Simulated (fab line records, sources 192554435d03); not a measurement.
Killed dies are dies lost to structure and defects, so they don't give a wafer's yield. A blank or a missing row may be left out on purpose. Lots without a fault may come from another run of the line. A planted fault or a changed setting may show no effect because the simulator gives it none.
fab line records | flow n5_finfet
record lots=11 wafers=33 last_day=18
route steps=1938 shown BEOL_M4@1089 PASSIVATION@1936
lots that met no fault: from a run of the same line without faults
start_h: hours from the record's first day to the start of the lot's first wafer shown | wait_h: hours since the lot's step before | " the same as in the row above | L1.1+2: a row that stands for several wafers | - no value, or no start given | * or withheld: withheld | < > ~ a bound
route shown NAME@n: a module of which the file shows steps, and the number in the route of the first | usual: mean/standard deviation of fault-free wafers | same: alike in all rows | chamber/n: place in a boat | sites: the reading at each site | _std_site: their standard deviation | _edge_site: outer sites' mean less inner sites' | radius_mm: how far each site lies from the wafer's centre | mask NAME#n: copy n | behind: the tool/chamber that last shaped the wafer | hold: why the lot was held/for how many hours/how that ended | device: the transistor (n, p or np) that didn't switch | end of line: the same wafers' tests at the end of the route | a step without rows: its recipe alone | killed: dies lost to structure and defects at the first sort, not the wafer's yield | map: a wafer's dies, x killed, . not, _ none there
set.NAME: the setting as run; set.NAME@STEP: as run at that earlier step | model.NAME: the simulator's own value behind a step, which no gauge read
steps of the route over a sample of lots; a table a step, a row a wafer
services: from which hour (start_h, from the record's first day; less than 0 if before it) a tool's chamber was out of use, for how many hours, and why
## steps
# step N5_BEOL_M4_ANNEAL_82
# recipe temp_c=400 time_s=240 ambient=vacuum
# usual heater_power_w=824/69
# columns lot.wafer tool chamber start_h wait_h heater_power_w
L607.2 pvd_sputter-01 - 158.31 0.0 825
L607.4 " - " " 846
L607.6 " - " " 692
L609.1 pvd_sputter-02 - 183.40 0.0 881
L609.4 " - " " 839
L609.6 " - " " 876
L612.1 pvd_sputter-02 - 197.52 0.0 962
L612.3 " - " " 801
L612.6 " - " " 859
L613.1 pvd_sputter-01 - 210.33 0.0 733
L613.2 " - " " 859
L613.5 " - " " 800
L615.2 pvd_sputter-02 - 215.72 0.0 977
L615.4 " - " " 876
L615.6 " - " " 777
L616.2 pvd_sputter-03 - 217.52 0.0 884
L616.3 " - " " 875
L616.4 " - " " 764
L618.2 pvd_sputter-03 - 234.55 0.0 870
L618.3 " - " " 780
L618.5 " - " " 853
L625.1 pvd_sputter-03 - 285.93 0.0 755
L625.4 " - " " 869
L625.6 " - " " 742
L626.2 pvd_sputter-03 - 293.58 0.0 880
L626.4 " - " " 914
L626.5 " - " " 881
L628.1 pvd_sputter-03 - 317.16 0.0 890
L628.4 " - " " 774
L628.5 " - " " 755
L629.1 pvd_sputter-03 - 322.79 0.0 791
L629.5 " - " " 758
L629.6 " - " " 762
# step N5_BEOL_M4_ANNEAL_87
# recipe temp_c=400 time_s=240 ambient=vacuum
# usual heater_power_w=824/70
# columns lot.wafer tool chamber start_h wait_h heater_power_w
L607.2 pvd_sputter-01 - 158.53 0.0 828
L607.4 " - " " 824
L607.6 " - " " 701
L609.1 pvd_sputter-02 - 183.62 0.0 893
L609.4 " - " " 815
L609.6 " - " " 884
L612.1 pvd_sputter-02 - 197.74 0.0 974
L612.3 " - " " 794
L612.6 " - " " 865
L613.1 pvd_sputter-01 - 210.55 0.0 748
L613.2 " - " " 867
L613.5 " - " " 828
L615.2 pvd_sputter-02 - 215.94 0.0 919
L615.4 " - " " 876
L615.6 " - " " 817
L616.2 pvd_sputter-03 - 217.74 0.0 893
L616.3 " - " " 872
L616.4 " - " " 759
L618.2 pvd_sputter-03 - 234.77 0.0 857
L618.3 " - " " 771
L618.5 " - " " 847
L625.1 pvd_sputter-03 - 286.15 0.0 734
L625.4 " - " " 877
L625.6 " - " " 758
L626.2 pvd_sputter-03 - 293.80 0.0 864
L626.4 " - " " 902
L626.5 " - " " 883
L628.1 pvd_sputter-03 - 317.38 0.0 887
L628.4 " - " " 757
L628.5 " - " " 755
L629.1 pvd_sputter-03 - 323.01 0.0 776
L629.5 " - " " 778
L629.6 " - " " 769
# step N5_BEOL_M4_SPUTTER_88
# recipe material=Cu target_thk_a=45 temp_c=-20 chamber_pressure_pa=0.07 power_w=withheld time_s=8.29
# usual chamber_pressure_pa=0.07/0.00014 chuck_gas_flow_sccm=1.27/0.053 throttle_valve_pct=29.8/0.99
# columns lot.wafer tool chamber start_h wait_h chamber_pressure_pa chuck_gas_flow_sccm throttle_valve_pct
L607.2 pvd_sputter-01 - 158.67 0.1 0.06992 1.27 29.3
L607.4 " - " " 0.06986 1.30 29.3
L607.6 " - " " 0.07 1.28 29.5
L609.1 pvd_sputter-02 - 183.76 0.1 0.06995 1.24 29.8
L609.4 " - " " 0.07017 1.19 28.5
L609.6 " - " " 0.07022 1.31 30.0
L612.1 pvd_sputter-02 - 197.88 0.1 0.06985 1.25 28.4
L612.3 " - " " 0.07008 1.35 31.1
L612.6 " - " " 0.0701 1.31 29.8
L613.1 pvd_sputter-01 - 210.69 0.1 0.07002 1.18 30.1
L613.2 " - " " 0.06969 1.22 30.4
L613.5 " - " " 0.06996 1.39 29.5
L615.2 pvd_sputter-02 - 216.08 0.1 - - -
L615.4 " - " " - - -
L615.6 " - " " - - -
L616.2 pvd_sputter-03 - 217.88 0.1 - - -
L616.3 " - " " - - -
L616.4 " - " " - - -
L618.2 pvd_sputter-03 - 234.91 0.1 - - -
L618.3 " - " " - - -
L618.5 " - " " - - -
L625.1 pvd_sputter-03 - 286.29 0.1 0.07044 1.32 30.8
L625.4 " - " " 0.0699 1.39 31.2
L625.6 " - " " 0.07031 1.30 30.8
L626.2 pvd_sputter-03 - 293.94 0.1 0.07009 1.28 31.1
L626.4 " - " " 0.07018 1.37 29.1
L626.5 " - " " 0.06995 1.25 28.9
L628.1 pvd_sputter-03 - 317.52 0.1 0.06994 1.23 28.8
L628.4 " - " " 0.07001 1.26 30.9
L628.5 " - " " 0.06992 1.35 30.5
L629.1 pvd_sputter-03 - 323.15 0.1 0.06997 1.29 30.2
L629.5 " - " " 0.06998 1.18 30.3
L629.6 " - " " 0.06999 1.19 30.8
# step N5_BEOL_M4_ANNEAL_89
# recipe temp_c=400 time_s=240 ambient=vacuum
# usual heater_power_w=822/69
# columns lot.wafer tool chamber start_h wait_h heater_power_w
L607.2 pvd_sputter-01 - 158.75 0.0 833
L607.4 " - " " 829
L607.6 " - " " 701
L609.1 pvd_sputter-02 - 183.84 0.0 858
L609.4 " - " " 828
L609.6 " - " " 878
L612.1 pvd_sputter-02 - 197.96 0.0 966
L612.3 " - " " 800
L612.6 " - " " 848
L613.1 pvd_sputter-01 - 210.77 0.0 756
L613.2 " - " " 849
L613.5 " - " " 824
L615.2 pvd_sputter-02 - 216.16 0.0 942
L615.4 " - " " 887
L615.6 " - " " 805
L616.2 pvd_sputter-03 - 217.96 0.0 899
L616.3 " - " " 870
L616.4 " - " " 765
L618.2 pvd_sputter-03 - 234.99 0.0 863
L618.3 " - " " 752
L618.5 " - " " 858
L625.1 pvd_sputter-03 - 286.37 0.0 758
L625.4 " - " " 875
L625.6 " - " " 754
L626.2 pvd_sputter-03 - 294.02 0.0 869
L626.4 " - " " 884
L626.5 " - " " 881
L628.1 pvd_sputter-03 - 317.60 0.0 867
L628.4 " - " " 765
L628.5 " - " " 773
L629.1 pvd_sputter-03 - 323.23 0.0 761
L629.5 " - " " 774
L629.6 " - " " 755
# step N5_BEOL_M4_RC_MEAS_101
# usual DIBL_N=36.0/2.5 DIBL_P=36.7/3 IOFF_N=0.16/0.043 IOFF_P=0.21/0.049 ION_N=673/15 ION_P=461/9.8 SS_N=71.5/0.83 SS_P=73.4/0.83 VT_N=250/4 VT_P=-251/4
# columns lot.wafer tool chamber start_h wait_h DIBL_N[mV/V] DIBL_P[mV/V] IOFF_N[nA/um] IOFF_P[nA/um] ION_N[uA/um] ION_P[uA/um] SS_N[mV/dec] SS_P[mV/dec] VT_N[mV] VT_P[mV]
L607.2 prober-02 0 160.81 0.2 41.7 41.5 0.27 0.30 687 465 73.2 75.1 244 -247
L607.4 " 0 " " 36.4 34.4 0.14 0.17 663 449 71.2 73.3 255 -257
L607.6 " 0 " " 36.7 34.5 0.15 0.18 664 449 71.7 74.0 255 -255
L609.1 prober-02 0 185.75 0.0 40.0 40.1 0.22 0.28 691 467 72.0 73.9 243 -243
L609.4 " 0 " " 35.5 35.4 0.14 0.20 664 455 71.4 73.4 251 -251
L609.6 " 0 " " 40.0 41.3 0.24 0.32 700 482 72.0 73.7 242 -243
L612.1 prober-01 0 199.92 0.0 34.7 36.8 0.13 0.22 668 469 71.1 74.0 250 -248
L612.3 " 0 " " 39.3 41.9 0.24 0.32 697 476 72.0 74.6 244 -243
L612.6 " 0 " " 35.2 37.8 0.14 0.23 660 461 70.2 74.2 253 -248
L613.1 prober-02 0 212.67 0.0 30.3 32.5 0.10 0.14 645 441 71.2 71.8 256 -257
L613.2 " 0 " " 31.6 34.5 0.12 0.16 651 453 70.9 72.6 252 -254
L613.5 " 0 " " 36.3 39.7 0.23 0.26 681 464 73.6 73.7 244 -246
L615.2 prober-01 0 218.24 0.2 39.2 43.4 0.28 0.32 689 470 72.0 75.1 242 -244
L615.4 " 0 " " 35.1 35.1 0.17 0.18 666 456 71.2 73.2 249 -254
L615.6 " 0 " " 33.3 35.7 0.13 0.17 677 463 69.9 72.6 251 -254
L616.2 prober-02 0 220.05 0.2 39.1 38.4 0.18 0.22 668 457 72.7 74.4 251 -251
L616.3 " 0 " " 37.2 37.8 0.15 0.21 665 455 71.9 73.5 251 -252
L616.4 " 0 " " 34.3 34.9 0.12 0.18 651 456 70.4 73.3 254 -255
L618.2 prober-02 0 237.25 0.2 34.1 31.5 0.12 0.19 685 473 70.1 72.6 253 -250
L618.3 " 0 " " 34.7 31.4 0.11 0.18 651 455 71.0 72.2 256 -248
L618.5 " 0 " " 35.0 31.5 0.13 0.20 662 466 70.8 72.7 253 -248
L625.1 prober-02 0 288.27 0.0 33.7 35.3 0.12 0.17 674 458 71.4 72.8 255 -256
L625.4 " 0 " " 35.5 37.1 0.15 0.19 679 461 71.3 73.7 250 -253
L625.6 " 0 " " 37.5 38.7 0.17 0.20 666 445 72.2 74.1 253 -252
L626.2 prober-01 0 296.14 0.2 37.2 38.7 0.19 0.26 677 464 71.9 73.6 248 -248
L626.4 " 0 " " 33.4 33.9 0.13 0.19 662 463 70.9 72.9 253 -250
L626.5 " 0 " " 34.2 34.3 0.15 0.20 682 472 71.5 72.6 246 -249
L628.1 prober-01 0 319.88 0.0 36.6 39.2 0.19 0.24 694 479 70.8 73.8 242 -249
L628.4 " 0 " " 35.8 38.0 0.16 0.21 684 469 71.7 73.5 248 -251
L628.5 " 0 " " 35.0 36.9 0.14 0.20 669 461 71.0 73.1 252 -250
L629.1 prober-01 0 325.33 0.0 35.6 36.6 0.14 0.17 672 454 71.1 72.9 252 -256
L629.5 " 0 " " 37.2 38.3 0.17 0.19 683 463 71.8 73.6 251 -254
L629.6 " 0 " " 35.3 36.1 0.13 0.16 650 445 70.9 73.2 254 -258
# step N5_PASSIVATION_PROBE_49
# usual defect_limited_yield=91.1/1.5 killed_at_M0_to_M3=37/11 killed_at_M4_up=13/5.6 killed_at_contacts=12/5.6 killed_at_front_end=39/11 killed_at_other=4/3.1 killed_dies=105/18 killed_open=69/13 killed_short=35/7.4 sort_bin_4_leakage=0.00/0.022 sort_bin_5_function=5.1/0.92 sort_bin_6_memory=3.4/0.76 sort_bin_8_speed=0.02/0.11 sort_n_pass=1075/18 sort_yield_pct=91.1/1.5
# same gross_dies=1180 killed_at_back_side=0
# columns lot.wafer tool chamber start_h wait_h defect_limited_yield[%] killed_at_M0_to_M3 killed_at_M4_up killed_at_contacts killed_at_front_end killed_at_other killed_dies killed_open killed_short sort_bin_4_leakage[%] sort_bin_5_function[%] sort_bin_6_memory[%] sort_bin_8_speed[%] sort_n_pass sort_yield_pct[%]
L615.2 prober-01 - 315.89 0.1 88.3 46 16 16 53 7 138 81 47 0.25 6.4 4.7 0 1039 88.1
L615.4 prober-01 - 315.99 0.2 89.3 43 17 15 46 5 126 86 33 0 6.0 4.2 0 1054 89.3
L615.6 prober-01 - 316.09 0.3 90.3 37 9 10 50 8 114 54 54 0 5.8 3.1 0 1066 90.3
L616.2 prober-02 - 326.44 0.1 89.7 35 24 15 41 6 121 70 38 0 5.8 3.2 0 1059 89.7
L616.3 prober-02 - 326.49 0.1 87.8 54 24 16 38 12 144 101 31 0 7.0 5.0 0 1036 87.8
L616.4 prober-02 - 326.54 0.2 90.1 41 20 14 38 4 117 73 40 0 6.2 3.5 0 1063 90.1
L618.2 prober-01 - 344.24 0.1 93.8 28 11 3 25 6 73 46 23 0 3.2 2.7 0 1107 93.8
L618.3 prober-01 - 344.29 0.1 93.8 25 7 4 28 9 73 37 31 0 3.6 2.5 0 1107 93.8
L618.5 prober-01 - 344.39 0.2 90.9 49 13 8 33 4 107 73 28 0 5.3 3.7 0 1073 90.9
# killed by level:class
L615.2 FIN_SAQP:geometric_particle:open=16 FIN_SAQP:geometric_particle:short=15 BEOL_M0_SAQP:geometric_particle:open=14 MOL_CONTACT_COAG:geometric_particle:open=13 BEOL_M0_SAQP:geometric_particle:short=10 STI_FIN_REVEAL:geometric_particle:open=9 BEOL_M4:interface_void_opened=8 BEOL_M2:geometric_particle:short=7
L615.4 FIN_SAQP:geometric_particle:open=14 MOL_CONTACT_COAG:geometric_particle:open=13 FIN_SAQP:geometric_particle:short=8 BEOL_M0_SAQP:geometric_particle:short=8 BEOL_M0_SAQP:geometric_particle:open=8 BEOL_M3:geometric_particle:open=8 STI_FIN_REVEAL:geometric_particle:open=7 BEOL_M4:interface_void_opened=6
L615.6 FIN_SAQP:geometric_particle:short=18 BEOL_M0_SAQP:geometric_particle:open=10 MOL_CONTACT_COAG:geometric_particle:open=8 BEOL_M0_SAQP:geometric_particle:short=8 GATE_CUT:geometric_particle:short=6 FIN_SAQP:geometric_particle:open=5 STI_FIN_REVEAL:geometric_particle:open=5 STARTING-WAFER:geometric_particle:short=5
L616.2 BEOL_M2:geometric_particle:open=12 MOL_CONTACT_COAG:geometric_particle:open=10 FIN_SAQP:geometric_particle:short=9 STI_FIN_REVEAL:geometric_particle:open=9 BEOL_M3:geometric_particle:open=7 HKMG_FIN:area_etch=7 BEOL_M0_SAQP:geometric_particle:short=6 MOL_CONTACT_COAG:geometric_particle:short=5
L616.3 BEOL_M0_SAQP:geometric_particle:open=18 BEOL_M3:geometric_particle:open=17 MOL_CONTACT_COAG:geometric_particle:open=15 BEOL_M4:interface_void_opened=11 FIN_SAQP:geometric_particle:open=8 BEOL_M4:geometric_particle:open=8 STI_FIN_REVEAL:geometric_particle:open=7 BEOL_M0_SAQP:geometric_particle:short=6
L616.4 BEOL_M3:geometric_particle:open=13 MOL_CONTACT_COAG:geometric_particle:open=9 BEOL_M4:geometric_particle:open=8 BEOL_M0_SAQP:geometric_particle:open=7 BEOL_M1:geometric_particle:open=6 FIN_SAQP:geometric_particle:short=5 MOL_CONTACT_COAG:geometric_particle:short=5 DUMMY_GATE:geometric_particle:short=4
L618.2 BEOL_M2:geometric_particle:open=9 BEOL_M0_SAQP:geometric_particle:open=6 BEOL_M2:geometric_particle:short=5 STI_FIN_REVEAL:geometric_particle:open=4 ILD0:geometric_particle:open=4 GATE_CUT:geometric_particle:open=4 FIN_SAQP:geometric_particle:short=3 ILD0:geometric_particle:short=3
L618.3 BEOL_M0_SAQP:geometric_particle:short=10 FIN_SAQP:geometric_particle:short=5 STI_FIN_REVEAL:geometric_particle:open=5 GATE_CUT:geometric_particle:short=5 BEOL_M4:interface_void_opened=5 BEOL_M3:geometric_particle:open=4 DUMMY_GATE:geometric_particle:open=3 MOL_CONTACT_COAG:geometric_particle:open=3
L618.5 BEOL_M0_SAQP:geometric_particle:open=15 BEOL_M0_SAQP:geometric_particle:short=12 DUMMY_GATE:geometric_particle:open=11 BEOL_M0:geometric_particle:open=7 BEOL_M2:geometric_particle:open=7 STI_FIN_REVEAL:geometric_particle:open=6 MOL_CONTACT_COAG:geometric_particle:open=6 BEOL_M4:interface_void_opened=6
## services
# columns tool chamber start_h hours kind
pvd_sputter-02 - 311.06 2.8 repair
## key
first_sign step=N5_BEOL_M4_SPUTTER_88 reading=tool_record direction=missing
effect none on later readings
met_at N5_BEOL_M4_SPUTTER_88
struck_lots L615,L616,L618
not_acting_at N5_BEOL_M4_ANNEAL_82,N5_BEOL_M4_ANNEAL_87,N5_BEOL_M4_ANNEAL_89
onset_between 197.88 216.08
fault kind=skipped_step_whole tool=pvd_sputter-02,pvd_sputter-03 chamber=- onset_h=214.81 steps=N5_BEOL_M4_SPUTTER_88 scope=struck_lots_only
